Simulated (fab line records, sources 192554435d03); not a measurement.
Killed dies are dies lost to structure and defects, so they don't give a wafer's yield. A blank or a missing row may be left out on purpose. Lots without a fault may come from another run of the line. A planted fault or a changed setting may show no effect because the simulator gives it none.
Problem report in the 8D (eight disciplines) form, filled by code | flow n5_finfet | the parts of the form that need people (team, actions taken, sign-off) are left out

1. THE PROBLEM
ION_N at N5_BEOL_M4_RC_MEAS_101 reads a mean of 485 uA/um on 2 wafers of 2 lots; wafers without a fault read 675 uA/um with a standard deviation of 15. That is -13 standard deviations from the usual mean.
First seen on wafer L409.6, day 12 02:56, on prober-02. The record holds 27 wafers of 10 lots with a number at this step. Rule for "out", or "out of limits": more than 4 standard deviations from the usual mean. The other wafers with a number count as sound.

2. WHAT IT IS AND WHAT IT IS NOT
question                    | is                            | is not
which readings at this step | ION_N, IOFF_N_LONG, VT_N_LONG | DIBL_N, DIBL_P, IOFF_N, IOFF_P, ION_P, SS_N, SS_P, VT_P
which lots                  | L409, L414                    | L393, L394, L395, L397, L400, L403, L406, L408
which wafers of those lots  | L409.6, L414.6                | L409.1, L414.1
read on which gauges        | prober-01, prober-02          | -
when                        | from day 12 02:56             | up to then (24 sound wafers); but 1 sound wafer of L414 came after

3. SUSPECTS, AND WHAT RULES EACH OUT
Counting: a tool at a process step up to the reading stays a suspect if it ran every lot that is out. Sound lots after the first of them don't rule it out here, since some wafers of a struck lot are sound.
- the gauge at N5_BEOL_M4_RC_MEAS_101: ruled out. The wafers that are out were read on 2 gauges (prober-01, prober-02).
- rie_diel-06 at N5_HKMG_FIN_ETCH_35 (etches SOC in N2/H2, target depth 215.8 nm, time 243.4 s): kept. It ran every lot that is out, first L409 (day 8 07:53); its last sound lot up to then is L406 (day 7 14:58). Its own readings are out on those wafers: run_length_s.
- Within rie_diel-06 at N5_HKMG_FIN_ETCH_35: the wafers that are out ran in chambers 1, 3; their sound lot-mates ran in chambers 0, 2.
Left after counting: rie_diel-06 at N5_HKMG_FIN_ETCH_35.

4. THE CAUSE (what the simulator had put in)
Process parameter drift: rie_diel-06, from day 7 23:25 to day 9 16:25, at N5_HKMG_FIN_ETCH_35. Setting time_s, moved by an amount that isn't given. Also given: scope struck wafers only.
Counting left only this tool.

5. THE CHAIN OF EFFECTS, in route order
Each row: a reading whose mean over the struck wafers that have a number lies more than 3 standard deviations from the usual. Only readings for which the record gives a usual standard deviation are gone through. hours: the time from each lot's start at the first step in this table that gives one to its start at this step, as a median over the lots. sigmas: the change in usual standard deviations.
hours | step                    | reading          | usual         | on struck wafers | change   | sigmas
0     | N5_HKMG_FIN_ETCH_35     | run_length_s     | 266.6 s       | 191.8            | -74.9    | -99 or more
95    | N5_BEOL_M4_RC_MEAS_101  | IOFF_N_LONG      | 5.5e-05 nA/um | 3.8e-05          | -1.7e-05 | -6.1
95    | N5_BEOL_M4_RC_MEAS_101  | ION_N            | 675 uA/um     | 485              | -190     | -13
95    | N5_BEOL_M4_RC_MEAS_101  | VT_N             | 250 mV        | 264              | +14      | +3.4
95    | N5_BEOL_M4_RC_MEAS_101  | VT_N_LONG        | 275.0 mV      | 290.1            | +15.1    | +6.9
95    | N5_BEOL_M4_RC_MEAS_101  | VT_N_LVT         | 99 mV         | 112              | +13      | +3.4
199   | N5_PASSIVATION_PROBE_49 | sort_bin_8_speed | 0.1 %         | 91.8             | +91.8    | +99 or more
199   | N5_PASSIVATION_PROBE_49 | sort_n_pass      | 1078          | 0                | -1078    | -54
199   | N5_PASSIVATION_PROBE_49 | sort_yield_pct   | 91.3 %        | 0.0              | -91.3    | -54
The process steps in it:
- N5_HKMG_FIN_ETCH_35: etches SOC in N2/H2, target depth 215.8 nm, time 243.4 s.
- N5_PASSIVATION_PROBE_49

6. WHAT WOULD HAVE CAUGHT IT SOONER
In this record the first reading out of limits at a measuring or inspecting step was taken at day 12 02:56, 100 hours after the fault began at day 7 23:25.
The tool's own readings at N5_HKMG_FIN_ETCH_35 were out on every struck wafer that the step has a row for (run_length_s): an alarm limit on them would have fired on the first of those.
All the lots that are out (2) had begun N5_HKMG_FIN_ETCH_35 on rie_diel-06 by day 12 02:56. A hold on the tool at that time would have spared none of them.
